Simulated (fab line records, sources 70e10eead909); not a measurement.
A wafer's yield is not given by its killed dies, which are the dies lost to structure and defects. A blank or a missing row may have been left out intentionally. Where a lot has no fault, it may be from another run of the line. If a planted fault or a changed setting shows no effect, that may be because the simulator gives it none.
Which of the tools did it?    flow nandHarc    12 lots with 36 wafers sampled at 5 steps, on a route of 1159 steps

== WHAT THE GAUGES SHOWED, per wafer ==
NHARC_P_M0_THK_MEAS_24: measures by xrf.
lot   measured      on            thkNm (nm)
L207  day 5 15:49   filmMetro-02  118.5 119.1 117.9
L208  day 6 07:48   filmMetro-01  118.3 116.2 118.8
L211  day 6 21:46   filmMetro-01  116.2 117.4 118.1
L212  day 7 06:29   filmMetro-01  118.0 119.4 118.1
L214  day 7 23:30   filmMetro-02  117.3 118.2 118.4
L215  day 8 00:06   filmMetro-01  118.9 119.9 118.1
L216  day 8 10:12   filmMetro-01  118.1 117.5 117.4
L218  day 9 09:32   filmMetro-02  117.3 117.2 116.6
L222  day 9 22:25   filmMetro-02  117.4 114.7 114.0
L224  day 10 07:45  filmMetro-01  116.9 118.0 117.7
L228  day 11 04:11  filmMetro-02  115.5 116.0 118.9
L230  day 11 19:39  filmMetro-02  115.3 116.1 117.5

NHARC_END_SORT_01.
lot   measured      on         defectLimitedYield (%)  killedAtArray  killedAtOther  killedAtPeriphery  killedDies  killedOpen  killedShort  sort_bin_2_pct (%)  sort_bin_3_pct (%)  sort_bin_4_pct (%)  sortNPass    sortRimYieldPct (%)  sortYieldPct (%)
L218  day 22 15:07  prober-02  94.4 94.5 94.5          35 33 34       2 2 1          1 2 2              38 37 37    4 4 2       2 5 1        1.9 1.6 1.9         0.59 0.59 0.30      3.1 3.2 3.2         639 640 640  94 88 95             94.4 94.5 94.5

== WHICH TOOL RAN EACH LOT (tool, then ch and the chambers of the sampled wafers, then the start) ==
lot   NHARC_P_CONTACT_CMP_24         NHARC_P_M0_STRIP_19                 NHARC_P_M0_PVD_20
L207  cmp-03 ch 0,1,2, day 5 11:49   wetBench-01 ch 1,2,4, day 5 13:50   pvdSputter-02, day 5 15:49 or earlier
L208  cmp-02 ch 0,2,3, day 6 02:43   wetBench-01 ch 0,3,4, day 6 05:10   pvdSputter-03, day 6 07:48 or earlier
L211  cmp-02 ch 1,2, day 6 18:01     wetBench-05 ch 0,3,4, day 6 20:05   pvdSputter-02, day 6 21:46 or earlier
L212  cmp-04 ch 0,1,2, day 7 02:49   wetBench-01 ch 0,5,6, day 7 04:49   pvdSputter-02, day 7 06:29 or earlier
L214  cmp-03 ch 0,1,2, day 7 19:24   wetBench-03 ch 0,2,4, day 7 21:32   pvdSputter-02, day 7 23:30 or earlier
L215  cmp-03 ch 0,3, day 7 19:53     wetBench-03 ch 1,5,7, day 7 22:23   pvdSputter-02, day 8 00:06 or earlier
L216  cmp-03 ch 0,1,3, day 8 06:25   wetBench-01 ch 0,3,4, day 8 08:32   pvdSputter-01, day 8 10:12 or earlier
L218  cmp-03 ch 0,2,3, day 9 05:34   wetBench-01 ch 1,3,5, day 9 07:50   pvdSputter-02, day 9 09:32 or earlier
L222  cmp-02 ch 0,2,3, day 9 18:25   wetBench-03 ch 1,2,6, day 9 20:45   pvdSputter-02, day 9 22:25 or earlier
L224  cmp-04 ch 0,1,3, day 10 03:58  wetBench-03 ch 0,1,6, day 10 06:02  pvdSputter-01, day 10 07:45 or earlier
L228  cmp-02 ch 0,1,3, day 11 00:26  wetBench-01 ch 3,4,7, day 11 02:31  pvdSputter-01, day 11 04:11 or earlier
L230  cmp-02 ch 0,1,3, day 11 15:51  wetBench-01 ch 1,3,6, day 11 17:58  pvdSputter-03, day 11 19:39 or earlier
- NHARC_P_CONTACT_CMP_24: polishes, t overpolish 30 s, target thk 200 nm.
- NHARC_P_M0_STRIP_19: strips in post etch residue remover, time 600 s.
- NHARC_P_M0_PVD_20: deposits TaN, target thk 5 nm, time 8.06 s.

== AS READ BY THE TOOLS THEMSELVES (means over the sampled wafers that have a number; for cases with no such wafer, the mark the record gives instead) ==
NHARC_P_CONTACT_CMP_24.
lot   tool    motorCurrentA (A)  overpolishRunS (s)  retainingRingPressureFrac  slurryFilterDpKPa (kPa)  timeToEndpointS (s)
L207  cmp-03  11.6               30.002              1.001                      13.63                    37.5
L208  cmp-02  13.6               29.998              0.998                      13.44                    44.2
L211  cmp-02  12.9               30.000              1.001                      13.55                    37.4
L212  cmp-04  10.7               29.997              0.993                      13.52                    42.5
L214  cmp-03  11.8               29.990              1.003                      13.56                    37.6
L215  cmp-03  11.2               29.994              1.003                      13.38                    40.4
L216  cmp-03  11.4               30.011              0.998                      13.50                    40.8
L218  cmp-03  11.5               30.004              0.995                      13.51                    38.4
L222  cmp-02  13.1               30.000              1.003                      13.34                    43.9
L224  cmp-04  10.9               30.009              0.997                      13.65                    38.3
L228  cmp-02  13.4               29.996              0.998                      13.42                    40.4
L230  cmp-02  14.0               30.004              0.995                      13.56                    43.5

NHARC_P_M0_STRIP_19.
lot   tool         bathHeatDutyPct (%)  runLengthS (s)
L207  wetBench-01  13.2                 603.5
L208  wetBench-01  12.4                 604.2
L211  wetBench-05  12.9                 604.4
L212  wetBench-01  12.6                 602.8
L214  wetBench-03  -                    -
L215  wetBench-03  -                    -
L216  wetBench-01  -                    -
L218  wetBench-01  13.6                 603.6
L222  wetBench-03  13.2                 602.9
L224  wetBench-03  13.5                 603.2
L228  wetBench-01  13.7                 603.3
L230  wetBench-01  14.0                 603.7

NHARC_P_M0_PVD_20.
lot   tool           throttleValvePct (%)
L207  pvdSputter-02  30.0
L208  pvdSputter-03  30.2
L211  pvdSputter-02  30.0
L212  pvdSputter-02  29.9
L214  pvdSputter-02  29.9
L215  pvdSputter-02  29.8
L216  pvdSputter-01  30.3
L218  pvdSputter-02  30.4
L222  pvdSputter-02  29.8
L224  pvdSputter-01  30.4
L228  pvdSputter-01  30.4
L230  pvdSputter-03  30.2

== THE ANSWER, worked out from the rows above alone ==
Rule: the usual values come from the lots themselves. The widest of any qualifying gaps counts: lots, ordered by their means at a reading, are off when they make up no more than a third of the lots, leave a main group of 4 or more, and stand apart from it by 3 or more times the standard deviation of that group's means. If all means in a main group match to the digits the tables above print for the reading, that group is not used. Also off: a lot with no number at a reading for which 4 or more lots have one. Where the step has rows for the other lots, those lots are counted as sound. After the gauges, taken in route order, come the tools' own readings; for these a lot's mean is taken, as printed above. At the first step where some lot is off, the reading lying furthest off is the one used; lots without a number count as furthest.
Off: L214, L215, L216 (NHARC_P_M0_STRIP_19, bathHeatDutyPct). Without a number there: L214, L215, L216. The main group: mean 13.2 %, standard deviation 0.5.
A tool fits if, at that step or a process step before it, it ran every lot that is off, and no sound lot after the first of them. Of those tried, none fits.

== WHAT WAS PUT IN BY THE SIMULATOR ==
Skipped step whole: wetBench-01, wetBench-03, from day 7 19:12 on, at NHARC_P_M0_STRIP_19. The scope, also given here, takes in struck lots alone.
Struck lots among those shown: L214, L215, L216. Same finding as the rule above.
